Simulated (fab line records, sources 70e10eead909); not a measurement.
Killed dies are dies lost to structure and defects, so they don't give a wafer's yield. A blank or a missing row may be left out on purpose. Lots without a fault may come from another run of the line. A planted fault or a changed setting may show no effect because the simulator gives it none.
fab line records | flow nand_harc
record lots=24 wafers=72 last_day=33
route steps=1302 shown A_BLC@1131 A_M0@1162 A_M1@1182 A_BONDPAD@1204
lots that met no fault: from a run of the same line without faults
start_h: hours from the record's first day to the start of the lot's first wafer shown | wait_h: hours since the lot's step before | " the same as in the row above | L1.1+2: a row that stands for several wafers | - no value, or no start given | * or withheld: withheld | < > ~ a bound
route shown NAME@n: a module of which the file shows steps, and the number in the route of the first | usual: mean/standard deviation of fault-free wafers | same: alike in all rows | chamber/n: place in a boat | sites: the reading at each site | _std_site: their standard deviation | _edge_site: outer sites' mean less inner sites' | radius_mm: how far each site lies from the wafer's centre | mask NAME#n: copy n | behind: the tool/chamber that last shaped the wafer | hold: why the lot was held/for how many hours/how that ended | device: the transistor (n, p or np) that didn't switch | end of line: the same wafers' tests at the end of the route | a step without rows: its recipe alone | killed: dies lost to structure and defects at the first sort, not the wafer's yield | map: a wafer's dies, x killed, . not, _ none there
set.NAME: the setting as run; set.NAME@STEP: as run at that earlier step | model.NAME: the simulator's own value behind a step, which no gauge read
steps of the route over a sample of lots; a table a step, a row a wafer
services: from which hour (start_h, from the record's first day; less than 0 if before it) a tool's chamber was out of use, for how many hours, and why
## steps
# step NHARC_A_BLC_ALD_23
# recipe target_thk_a=30 pulse_time_s=1 ald_cycles=150 temp_c=450 material=TiN
# usual heater_power_w=1044/110 precursor_pulse_height_rel=1.000/0.021 susceptor_temp_C=449.99/0.25
# columns lot.wafer tool chamber start_h wait_h heater_power_w precursor_pulse_height_rel susceptor_temp_C
L074.4 ald_metal-02 1 527.70 - 1094 0.998 449.86
L074.5 " 1 " " 1093 0.995 450.20
L074.6 " 2 " " 1121 1.000 450.11
L076.1 ald_metal-02 0 546.36 - 1020 0.992 450.02
L076.2 " 3 " " 1054 0.998 450.47
L076.6 " 1 " " 1150 0.993 450.21
L075.3 ald_metal-04 1 547.90 - 1140 1.004 450.02
L075.4 " 0 " " 911 1.010 449.75
L075.6 " 2 " " 1237 0.982 450.01
L077.3 ald_metal-01 2 548.91 - 845 0.963 449.88
L077.6 " 0 " " 1038 1.028 450.00
L077.5 " 1 " " 1063 1.024 449.93
L078.3 ald_metal-01 1 556.86 - 1078 0.989 449.96
L078.4 " 0 " " 1055 0.965 449.85
L078.5 " 1 " " 1093 0.988 450.04
L079.2 ald_metal-01 0 562.22 - 1093 0.994 449.52
L079.4 " 1 " " 1065 1.009 450.32
L079.5 " 0 " " 1066 0.990 449.59
L080.2 ald_metal-01 1 563.56 - 1090 1.028 449.96
L080.3 " 2 " " 865 0.982 449.62
L080.1 " 3 " " 977 0.986 449.78
L082.3 ald_metal-02 2 592.90 - 1159 0.994 449.77
L082.4 " 3 " " 1086 0.995 450.35
L082.5 " 1 " " 1099 1.019 450.20
L081.1 ald_metal-04 1 595.81 - 1144 1.018 449.86
L081.3 " 2 " " 1236 0.997 449.68
L081.5 " 1 " " 1145 1.053 449.85
L085.2 ald_metal-04 0 617.21 - 967 1.014 449.79
L085.6 " 2 " " 1226 1.012 449.85
L085.5 " 3 " " 1017 0.979 450.05
L084.4 ald_metal-01 0 619.80 - 1091 0.993 450.43
L084.2 " 1 " " 1067 1.000 450.22
L084.6 " 0 " " 1099 1.024 450.14
L083.3 ald_metal-01 3 631.19 - 997 1.040 449.89
L083.4 " 1 " " 1099 0.982 449.39
L083.6 " 3 " " 990 1.007 450.07
L086.1 ald_metal-01 3 639.60 - 996 0.953 450.05
L086.2 " 0 " " 1043 1.019 450.46
L086.4 " 3 " " 1009 1.027 450.00
L087.3 ald_metal-01 2 646.06 - 836 1.024 449.75
L087.6 " 0 " " 1051 0.995 449.95
L087.5 " 3 " " 1000 1.010 450.45
L090.3 ald_metal-04 1 671.40 - 1126 0.970 449.80
L090.4 " 0 " " 966 1.001 450.00
L090.6 " 2 " " 1267 0.996 449.79
L091.1 ald_metal-01 1 672.05 - 1067 0.991 450.24
L091.2 " 2 " " 868 1.021 450.05
L091.4 " 3 " " 1016 0.987 450.19
L089.1 ald_metal-01 0 677.45 - 1090 0.996 449.91
L089.3 " 1 " " 1098 1.009 449.71
L089.5 " 0 " " 1072 0.984 449.39
L088.3 ald_metal-01 3 684.89 - 984 0.976 450.12
L088.4 " 0 " " 1070 0.981 449.86
L088.5 " 3 " " 971 1.024 450.10
L092.3 ald_metal-04 3 699.28 - 943 0.998 449.88
L092.1 " 1 " " 1122 0.988 449.56
L092.5 " 0 " " 976 0.989 450.07
L093.4 ald_metal-04 0 712.17 - 950 0.976 449.87
L093.6 " 1 " " 1108 1.029 450.67
L093.5 " 2 " " 1255 1.010 449.96
L094.2 ald_metal-02 3 713.61 - 1090 1.002 450.18
L094.1 " 0 " " 1010 0.999 450.03
L094.3 " 2 " " 1125 1.002 450.11
L095.1 ald_metal-04 1 727.47 - 1127 0.962 450.20
L095.4 " 3 " " 938 0.974 450.09
L095.6 " 1 " " 1105 0.984 450.13
L096.2 ald_metal-02 3 743.84 - 1111 1.016 449.60
L096.5 " 3 " " 1081 0.953 449.83
L096.6 " 0 " " 1020 0.982 449.67
L097.3 ald_metal-01 2 746.17 - 852 1.030 449.74
L097.2 " 0 " " 1069 0.970 449.98
L097.5 " 2 " " 870 0.985 449.50
# step NHARC_A_BLC_CVD_24
# recipe target_thk_a=1500 temp_c=300 pressure_torr=40 wf6_flow_sccm=40 h2_flow_sccm=1600 ar_flow_sccm=1560 time_s=434 material=W
# usual heater_power_w=451/35 susceptor_temp_C=300.02/0.17 throttle_valve_pct=7.9/0.3
# columns lot.wafer tool chamber start_h wait_h heater_power_w susceptor_temp_C throttle_valve_pct
L074.4 cvd_w-02 0 - - 403 300.23 8.2
L074.6 " 1 " " 498 300.23 7.5
L074.5 " 0 " " 420 300.07 8.0
L076.2 cvd_w-02 0 - - 406 299.75 8.3
L076.1 " 1 " " 508 300.28 7.4
L076.6 " 0 " " 400 299.78 7.7
L075.3 cvd_w-02 1 - - 510 300.45 7.4
L075.4 " 0 " " 408 300.09 8.2
L075.6 " 1 " " 490 300.13 7.7
L077.3 cvd_w-02 0 - - 419 299.89 8.4
L077.6 " 1 " " 499 300.24 7.6
L077.5 " 0 " " 402 299.87 8.4
L078.3 cvd_w-02 0 - - 409 300.01 8.3
L078.4 " 1 " " 505 300.16 7.5
L078.5 " 1 " " 501 299.89 7.4
L079.2 cvd_w-01 0 - - 456 - 8.2
L079.4 " 1 " " 435 - 7.5
L079.5 " 0 " " 454 - 8.4
L080.1 cvd_w-02 0 - - 410 300.19 8.2
L080.2 " 1 " " 493 299.99 7.5
L080.3 " 1 " " 508 300.08 7.5
L082.4 cvd_w-01 1 - - 423 299.99 7.4
L082.3 " 0 " " 477 300.03 8.5
L082.5 " 1 " " 430 299.87 8.0
L081.1 cvd_w-02 0 - - 413 299.90 8.1
L081.3 " 1 " " 498 300.15 7.5
L081.5 " 0 " " 414 300.02 8.4
L085.2 cvd_w-01 1 - - 424 300.14 7.7
L085.6 " 1 " " 429 299.89 7.4
L085.5 " 0 " " 466 299.98 7.9
L084.2 cvd_w-02 0 - - 413 300.15 8.2
L084.4 " 0 " " 415 300.31 8.4
L084.6 " 0 " " 410 300.29 8.1
L083.4 cvd_w-01 1 - - 425 299.78 7.7
L083.3 " 0 " " 464 300.08 8.0
L083.6 " 0 " " 484 300.21 8.1
L086.2 cvd_w-01 0 - - 468 - 8.2
L086.1 " 1 " " 423 - 7.6
L086.4 " 1 " " 429 - 7.5
L087.3 cvd_w-01 1 - - 432 300.32 7.7
L087.5 " 1 " " 418 300.09 7.5
L087.6 " 0 " " 459 299.81 7.8
L090.3 cvd_w-01 1 - - 424 300.25 7.2
L090.4 " 0 " " 464 300.28 8.1
L090.6 " 1 " " 436 299.73 7.8
L091.1 cvd_w-02 0 - - 398 300.06 7.8
L091.2 " 1 " " 487 300.12 7.7
L091.4 " 1 " " 490 300.08 7.4
L089.1 cvd_w-01 0 - - 471 300.07 8.1
L089.3 " 0 " " 483 299.78 8.0
L089.5 " 1 " " 431 300.12 7.8
L088.4 cvd_w-01 1 - - 428 299.99 7.8
L088.3 " 0 " " 464 299.86 8.3
L088.5 " 0 " " 472 299.64 7.8
L092.1 cvd_w-01 1 - - 438 300.14 7.8
L092.3 " 1 " " 426 299.98 7.6
L092.5 " 0 " " 496 299.92 8.4
L093.4 cvd_w-02 1 - - 489 - 7.7
L093.6 " 1 " " 490 - 7.8
L093.5 " 0 " " 423 - 8.1
L094.1 cvd_w-01 0 - - 472 299.92 8.0
L094.2 " 1 " " 432 300.03 7.4
L094.3 " 0 " " 467 300.17 8.3
L095.1 cvd_w-01 0 - - 466 299.81 8.1
L095.4 " 0 " " 468 300.21 8.1
L095.6 " 1 " " 416 299.92 7.9
L096.2 cvd_w-02 0 - - 401 - 8.2
L096.6 " 0 " " 411 - 8.2
L096.5 " 1 " " 496 - 8.0
L097.2 cvd_w-01 0 - - 477 300.11 8.0
L097.3 " 1 " " 441 299.62 7.7
L097.5 " 1 " " 433 299.65 7.7
# step NHARC_A_M0_CMP_23
# recipe t_overpolish_s=20 target_thk_nm=113.75
# usual motor_current_A=12.4/1.1 slurry_filter_dp_kPa=13.53/0.16 time_to_endpoint_s=28.2/2.8
# same t_overpolish_s=20
# columns lot.wafer tool chamber start_h wait_h motor_current_A slurry_filter_dp_kPa time_to_endpoint_s
L074.4 cmp-01 3 531.96 - 13.0 13.41 24.7
L074.6 " 0 " " 12.6 13.51 22.9
L074.5 " 1 " " 11.4 13.50 25.5
L076.1 cmp-01 1 550.48 - 11.4 13.35 26.4
L076.2 " 2 " " 12.2 13.24 24.3
L076.6 " 0 " " 12.5 13.89 23.3
L075.3 cmp-03 1 551.99 - 11.8 13.58 31.3
L075.4 " 0 " " 12.8 13.39 31.9
L075.6 " 1 " " 11.2 13.22 30.4
L077.3 cmp-01 1 553.22 - 10.8 13.72 28.9
L077.6 " 3 " " 12.9 13.19 26.0
L077.5 " 0 " " 12.3 13.50 24.3
L078.3 cmp-01 1 561.50 - 10.8 13.31 26.7
L078.4 " 2 " " 12.2 13.48 24.6
L078.5 " 2 " " 12.6 13.68 24.3
L079.4 cmp-04 0 566.43 - 13.4 13.42 27.5
L079.2 " 2 " " 14.2 13.44 24.6
L079.5 " 1 " " 11.2 13.55 26.2
L080.3 cmp-03 3 567.79 - 12.7 13.47 29.8
L080.1 " 0 " " 11.6 13.28 31.8
L080.2 " 1 " " 11.2 13.32 33.3
L082.3 cmp-04 1 597.02 - 10.8 13.60 24.7
L082.4 " 2 " " 13.9 13.51 23.8
L082.5 " 3 " " 12.4 13.50 28.5
L081.3 cmp-03 3 600.10 - 12.1 13.71 28.1
L081.1 " 1 " " 12.0 13.59 31.7
L081.5 " 2 " " 15.0 13.23 25.5
L085.2 cmp-01 2 621.54 - 11.7 13.57 28.8
L085.6 " 2 " " 12.1 13.43 30.5
L085.5 " 3 " " 12.8 13.46 32.3
L084.2 cmp-03 2 624.04 - 14.0 13.64 30.4
L084.4 " 3 " " 12.7 13.64 29.0
L084.6 " 1 " " 11.1 13.40 31.5
L083.4 cmp-03 3 635.26 - 12.7 13.34 25.3
L083.3 " 2 " " 14.4 13.67 22.5
L083.6 " 3 " " 12.6 13.55 24.2
L086.1 cmp-01 1 644.04 - 10.9 13.70 30.8
L086.2 " 2 " " 12.7 13.26 29.1
L086.4 " 3 " " 14.3 13.70 33.4
L087.3 cmp-04 1 650.69 - 10.8 13.45 24.8
L087.5 " 3 " " 11.9 13.41 26.8
L087.6 " 0 " " 13.4 13.40 28.8
L090.4 cmp-03 2 675.65 - 14.6 13.41 25.6
L090.3 " 3 " " 12.5 13.67 28.5
L090.6 " 1 " " 11.7 13.14 33.6
L091.1 cmp-04 0 676.46 - 13.4 13.38 24.9
L091.2 " 1 " " 10.9 13.62 26.2
L091.4 " 2 " " 13.8 13.25 26.7
L089.1 cmp-03 3 682.02 - 13.1 13.68 27.3
L089.3 " 0 " " 11.5 13.57 33.3
L089.5 " 2 " " 14.9 13.52 24.7
L088.3 cmp-01 0 689.09 - 11.9 13.40 29.9
L088.4 " 2 " " 12.3 13.56 30.2
L088.5 " 1 " " 11.2 13.62 32.8
L092.3 cmp-01 0 703.82 - 12.4 13.49 25.0
L092.1 " 1 " " 11.0 13.79 27.8
L092.5 " 1 " " 11.0 13.57 27.8
L093.4 cmp-04 0 716.33 - 13.1 13.49 30.0
L093.6 " 0 " " 13.4 13.57 31.9
L093.5 " 1 " " 11.4 13.70 28.2
L094.2 cmp-03 0 717.84 - 11.7 13.61 32.4
L094.3 " 2 " " 14.3 13.27 26.0
L094.1 " 3 " " 12.5 13.77 27.0
L095.1 cmp-01 1 731.65 - 10.7 13.31 29.6
L095.4 " 2 " " 11.9 13.71 27.1
L095.6 " 3 " " 14.0 13.62 29.8
L096.2 cmp-04 2 750.00 - 13.3 13.41 26.6
L096.6 " 2 " " 13.5 13.65 23.9
L096.5 " 3 " " 12.6 13.77 27.5
L097.2 cmp-01 1 750.67 - 10.7 13.79 33.4
L097.3 " 3 " " 12.5 13.50 30.1
L097.5 " 0 " " 12.6 13.31 28.6
# step NHARC_A_M0_DEP_32
# recipe target_thk_a=300 temp_c=370 target_thk_nm=30 pressure_torr=3 flow_sccm=200 rf_w=450 material=SiCN
# usual heater_power_w=568/54 susceptor_temp_C=369.99/0.19
# columns lot.wafer tool chamber start_h wait_h heater_power_w susceptor_temp_C
L074.5 pecvd-03 0 532.62 0.2 463 369.58
L074.6 " 1 " " 546 369.84
L074.4 " 2 " " 619 370.05
L076.1 pecvd-04 1 551.07 0.1 642 369.69
L076.2 " 0 " " 568 369.72
L076.6 " 1 " " 623 370.08
L075.3 pecvd-04 2 552.65 0.1 508 369.84
L075.6 " 1 " " 580 369.75
L075.4 " 2 " " 491 369.96
L077.3 pecvd-04 2 553.78 0.1 577 370.00
L077.5 " 2 " " 567 369.89
L077.6 " 0 " " 582 369.61
L078.3 pecvd-02 2 562.21 0.1 494 369.83
L078.5 " 0 " " 596 370.16
L078.4 " 2 " " 504 369.89
L079.2 pecvd-04 0 567.05 0.1 502 369.97
L079.4 " 0 " " 502 369.92
L079.5 " 1 " " 579 370.14
L080.1 pecvd-04 1 568.41 0.1 560 369.80
L080.2 " 2 " " 534 370.16
L080.3 " 0 " " 526 370.02
L082.3 pecvd-04 1 597.67 0.1 612 370.20
L082.4 " 0 " " 551 369.80
L082.5 " 1 " " 595 369.85
L081.1 pecvd-03 1 600.69 0.1 592 369.96
L081.3 " 0 " " 473 369.76
L081.5 " 1 " " 605 370.02
L085.2 pecvd-02 2 622.24 0.1 515 370.17
L085.6 " 1 " " 544 370.39
L085.5 " 2 " " 515 370.21
L084.2 pecvd-03 0 624.69 0.1 494 369.92
L084.6 " 1 " " 590 369.98
L084.4 " 2 " " 631 369.65
L083.4 pecvd-04 2 636.05 0.2 595 370.04
L083.3 " 1 " " 597 370.12
L083.6 " 2 " " 584 370.35
L086.1 pecvd-02 0 644.66 0.1 577 370.27
L086.2 " 1 " " 580 370.11
L086.4 " 0 " " 575 370.19
L087.3 pecvd-04 1 651.34 0.1 595 369.94
L087.5 " 2 " " 560 370.26
L087.6 " 1 " " 598 370.08
L090.3 pecvd-02 1 676.44 0.1 551 370.02
L090.6 " 2 " " 514 369.81
L090.4 " 1 " " 550 370.11
L091.2 pecvd-02 1 677.05 0.1 619 369.69
L091.1 " 0 " " 581 370.16
L091.4 " 0 " " 579 370.01
L089.3 pecvd-03 1 682.61 0.1 571 370.18
L089.1 " 2 " " 641 370.00
L089.5 " 0 " " 536 370.17
L088.3 pecvd-04 2 689.71 0.1 526 370.20
L088.4 " 2 " " 527 369.95
L088.5 " 1 " " 663 370.13
L092.3 pecvd-03 2 704.43 0.1 699 369.82
L092.1 " 1 " " 555 370.14
L092.5 " 1 " " 549 369.92
L093.4 pecvd-02 0 717.18 0.2 583 370.33
L093.5 " 1 " " 512 370.19
L093.6 " 0 " " 607 370.39
L094.3 pecvd-03 2 718.45 0.1 737 369.95
L094.2 " 0 " " 502 370.02
L094.1 " 1 " " 626 370.21
L095.1 pecvd-02 1 732.21 0.1 551 369.91
L095.4 " 1 " " 542 369.63
L095.6 " 2 " " 524 370.14
L096.2 pecvd-02 2 750.72 0.1 518 370.33
L096.5 " 1 " " 622 369.95
L096.6 " 2 " " 518 370.08
L097.3 pecvd-04 2 751.26 0.1 498 370.04
L097.2 " 1 " " 620 369.92
L097.5 " 1 " " 621 370.10
# step NHARC_A_M1_DESCUM_14
# recipe time_s=3 o2_flow_sccm=200 ar_flow_sccm=0 bias_power_w=0 chemistry=O2
# usual drypump_motor_current_A=5.8/0.51 oes_product_au=1.003/0.011 rf_vpp_V=57.9/0.84 showerhead_plenum_p_Torr=1.94/0.066 throttle_valve_pct=11.311/0.009
# columns lot.wafer tool chamber start_h wait_h drypump_motor_current_A oes_product_au rf_hours_counter_h rf_vpp_V showerhead_plenum_p_Torr throttle_valve_pct
L074.4 rie_diel-11 1 533.96 0.1 5.9 1.019 - 56.9 1.98 11.318
L074.6 " 3 " " 5.8 0.989 - 59.7 1.92 11.317
L074.5 " 0 " " 6.8 1.011 - 57.6 1.99 11.316
L076.1 rie_diel-12 1 552.52 0.1 5.0 1.000 2.6 60.0 1.99 11.316
L076.2 " 0 " " 5.3 0.998 2.4 56.4 1.94 11.300
L076.6 " 2 " " 6.2 0.993 - 57.4 1.85 11.304
L075.3 rie_diel-12 0 553.89 0.1 5.3 0.998 2.5 57.3 1.94 11.323
L075.4 " 3 " " 5.5 1.015 3.1 57.7 1.85 11.320
L075.6 " 0 " " 5.3 0.998 - 59.2 1.94 11.307
L077.3 rie_diel-11 2 555.27 0.1 5.9 0.993 5.8 57.7 2.05 11.308
L077.6 " 2 " " 5.9 0.992 - 58.2 2.05 11.310
L077.5 " 3 " " 5.8 0.999 - 58.1 1.92 11.326
L078.3 rie_diel-12 0 563.58 0.1 5.3 0.985 2.6 59.3 1.94 11.325
L078.4 " 2 " " 6.2 0.983 - 58.4 1.85 11.314
L078.5 " 3 " " 5.5 1.012 - 57.4 1.85 11.303
L079.2 rie_diel-12 1 568.50 0.1 5.0 1.004 2.9 57.4 1.99 11.309
L079.4 " 2 " " 6.2 1.008 3.3 58.1 1.85 11.313
L079.5 " 3 " " 5.5 1.025 - 58.4 1.85 11.327
L080.1 rie_diel-11 3 569.72 0.1 5.8 0.992 8.7 58.0 1.92 11.304
L080.3 " 0 " " 6.8 1.017 8.0 58.8 1.99 11.306
L080.2 " 1 " " 5.9 1.011 6.4 58.3 1.98 11.312
L082.3 rie_diel-11 3 598.91 0.1 5.8 0.983 10.0 57.7 1.92 11.326
L082.4 " 0 " " 6.7 1.001 9.2 58.3 1.99 11.311
L082.5 " 2 " " 5.9 0.986 - 58.3 2.05 11.322
L081.3 rie_diel-11 3 602.00 0.1 5.8 0.982 10.1 58.3 1.92 11.293
L081.1 " 1 " " 5.9 1.009 7.5 58.7 1.98 11.311
L081.5 " 2 " " 5.9 0.991 - 58.2 2.05 11.308
L085.2 rie_diel-11 3 623.61 0.1 5.8 0.991 0.6 58.2 1.92 11.310
L085.5 " 0 " " 6.8 1.007 - 57.0 1.99 11.302
L085.6 " 1 " " 5.9 1.002 - 58.7 1.98 11.322
L084.4 rie_diel-11 1 626.03 0.1 5.9 1.007 0.6 57.1 1.98 11.324
L084.2 " 3 " " 5.8 0.998 0.7 59.5 1.92 11.311
L084.6 " 2 " " 5.9 1.011 - 58.9 2.05 11.316
L083.3 rie_diel-12 0 637.49 0.1 5.3 1.003 0.0 57.7 1.93 11.310
L083.4 " 3 " " 5.5 1.005 0.0 56.8 1.85 11.301
L083.6 " 0 " " 5.3 1.002 - 57.1 1.93 11.311
L086.4 rie_diel-12 3 646.11 0.1 5.5 1.023 0.4 58.8 1.85 11.311
L086.1 " 0 " " 5.2 1.005 0.3 57.8 1.93 11.314
L086.2 " 1 " " 5.0 1.013 0.4 59.9 1.99 11.303
L087.3 rie_diel-12 3 652.60 0.1 5.5 1.024 0.6 57.1 1.85 11.309
L087.6 " 0 " " 5.3 1.009 - 57.1 1.93 11.313
L087.5 " 1 " " 5.0 1.003 - 57.6 1.99 11.307
L090.3 rie_diel-11 1 677.69 0.1 5.9 1.007 3.4 57.6 1.98 11.300
L090.4 " 3 " " 5.8 0.998 3.2 59.5 1.92 11.300
L090.6 " 1 " " 5.9 1.009 - 56.6 1.98 11.310
L091.2 rie_diel-12 0 678.33 0.1 5.3 0.997 1.2 57.6 1.93 11.279
L091.4 " 2 " " 6.2 0.988 1.9 57.6 1.85 11.308
L091.1 " 3 " " 5.5 1.005 1.7 57.3 1.85 11.324
L089.1 rie_diel-11 0 684.06 0.1 6.8 1.010 4.2 58.7 1.98 11.317
L089.3 " 1 " " 5.9 0.995 3.6 57.6 1.98 11.315
L089.5 " 2 " " 5.9 0.992 - 58.4 2.05 11.302
L088.3 rie_diel-12 2 691.15 0.1 6.2 1.002 2.0 58.6 1.85 11.312
L088.4 " 1 " " 5.0 0.997 1.9 57.3 1.99 11.315
L088.5 " 2 " " 6.2 0.993 - 57.6 1.85 11.302
L092.3 rie_diel-11 2 705.74 0.1 5.9 1.006 5.5 57.9 2.05 11.318
L092.1 " 3 " " 5.8 1.003 5.3 57.6 1.92 11.301
L092.5 " 2 " " 5.9 1.013 - 58.0 2.05 11.294
L093.4 rie_diel-04 3 718.57 0.1 5.3 1.000 0 57.5 1.93 11.307
L093.6 " 0 " " 5.8 0.999 - 56.4 1.91 11.310
L093.5 " 1 " " 6.2 0.983 - 57.7 1.85 11.310
L094.1 rie_diel-11 3 719.79 0.1 5.8 1.003 6.0 56.6 1.92 11.318
L094.3 " 0 " " 6.8 1.018 6.7 57.4 1.98 11.315
L094.2 " 1 " " 5.9 0.999 6.2 58.7 1.98 11.316
L095.1 rie_diel-12 1 733.50 0.1 5.0 1.005 3.2 58.3 1.99 11.316
L095.4 " 3 " " 5.5 1.012 3.3 57.1 1.85 11.325
L095.6 " 1 " " 5.0 1.014 - 57.9 1.99 11.305
L096.2 rie_diel-12 0 752.24 0.1 5.2 0.982 3.4 57.5 1.93 11.288
L096.5 " 0 " " 5.3 0.990 - 58.1 1.93 11.305
L096.6 " 1 " " 5.0 1.007 - 57.2 1.99 11.314
L097.2 rie_diel-12 2 752.69 0.1 6.2 0.982 4.0 56.7 1.85 11.305
L097.3 " 1 " " 5.0 0.998 3.9 57.1 1.99 11.302
L097.5 " 2 " " 6.2 0.983 - 56.7 1.85 11.316
# step NHARC_A_BONDPAD_THK_MEAS_30
# recipe thk_meas_gauge=ellipsometry
# usual thk_nm=199.7/1.5
# columns lot.wafer tool chamber start_h wait_h thk_nm
L074.4 film_metro-02 - 537.89 0.2 199.2
L074.5 " - " " 198.6
L074.6 " - " " 200.5
L076.1 film_metro-02 - 556.45 0.2 200.4
L076.2 " - " " 200.5
L076.6 " - " " 199.1
L075.3 film_metro-02 - 557.83 0.2 198.1
L075.4 " - " " 196.8
L075.6 " - " " 197.9
L077.3 film_metro-02 - 559.20 0.2 198.4
L077.5 " - " " 199.4
L077.6 " - " " 196.1
L078.3 film_metro-02 - 567.53 0.2 200.3
L078.4 " - " " 198.0
L078.5 " - " " 198.2
L079.2 film_metro-02 - 572.48 0.2 200.0
L079.4 " - " " 201.5
L079.5 " - " " 198.2
L080.1 film_metro-01 - 573.71 0.2 202.4
L080.2 " - " " 200.4
L080.3 " - " " 198.6
L082.3 film_metro-02 - 602.86 0.2 197.3
L082.4 " - " " 197.1
L082.5 " - " " 198.9
L081.1 film_metro-01 - 606.01 0.2 200.3
L081.3 " - " " 203.6
L081.5 " - " " 201.4
L085.2 film_metro-01 - 627.60 0.2 197.1
L085.5 " - " " 197.1
L085.6 " - " " 200.6
L084.2 film_metro-01 - 630.10 0.2 200.4
L084.4 " - " " 199.3
L084.6 " - " " 200.9
L083.3 film_metro-02 - 641.87 0.2 200.3
L083.4 " - " " 199.7
L083.6 " - " " 198.6
L086.1 film_metro-02 - 650.17 0.2 199.8
L086.2 " - " " 199.1
L086.4 " - " " 201.8
L087.3 film_metro-01 - 656.62 0.2 200.6
L087.5 " - " " 199.9
L087.6 " - " " 200.0
L090.3 film_metro-01 - 681.99 0.2 199.5
L090.4 " - " " 199.7
L090.6 " - " " 197.6
L091.1 film_metro-01 - 682.29 0.1 199.5
L091.2 " - " " 201.0
L091.4 " - " " 200.7
L089.1 film_metro-02 - 687.97 0.2 201.6
L089.3 " - " " 198.4
L089.5 " - " " 198.5
L088.3 film_metro-02 - 695.08 0.2 199.5
L088.4 " - " " 198.1
L088.5 " - " " 199.9
L092.1 film_metro-01 - 709.67 0.2 200.3
L092.3 " - " " 200.7
L092.5 " - " " 201.3
L093.4 film_metro-01 - 722.51 0.2 196.8
L093.5 " - " " 200.5
L093.6 " - " " 199.5
L094.1 film_metro-02 - 723.72 0.2 200.3
L094.2 " - " " 199.0
L094.3 " - " " 199.3
L095.1 film_metro-01 - 737.48 0.2 200.1
L095.4 " - " " 199.0
L095.6 " - " " 199.5
L096.2 film_metro-02 - 756.97 0.2 201.5
L096.5 " - " " 199.8
L096.6 " - " " 200.5
L097.2 film_metro-02 - 757.92 0.2 199.3
L097.3 " - " " 202.8
L097.5 " - " " 203.1
## services
# columns tool chamber start_h hours kind
rie_diel-11 2 510.90 33.5 repair
ald_metal-01 - 522.41 0.6 repair
ald_metal-01 - 526.00 10.0 pm
cvd_w-01 - 547.42 13.0 pm
rie_diel-11 - 561.31 2.3 repair
rie_diel-12 1 562.58 2.1 repair
cmp-01 - 577.50 4.0 pm
cvd_w-02 - 579.30 0.6 repair
rie_diel-11 - 609.50 9.0 pm
rie_diel-11 1 621.19 2.3 repair
rie_diel-12 - 622.40 9.0 pm
cvd_w-02 - 631.00 13.0 pm
pecvd-04 0 631.17 13.1 repair
ald_metal-01 1 639.33 13.1 repair
cvd_w-01 - 654.86 1.2 repair
cmp-01 - 656.90 4.5 repair
pecvd-04 - 664.09 13.0 pm
rie_diel-11 3 665.77 5.8 repair
rie_diel-12 0 668.99 6.1 repair
cmp-01 - 675.50 4.0 pm
ald_metal-01 - 704.00 10.0 pm
cvd_w-01 - 728.42 13.0 pm
pecvd-04 - 731.23 0.5 repair
cmp-01 - 733.67 1.6 repair
## key
fault none
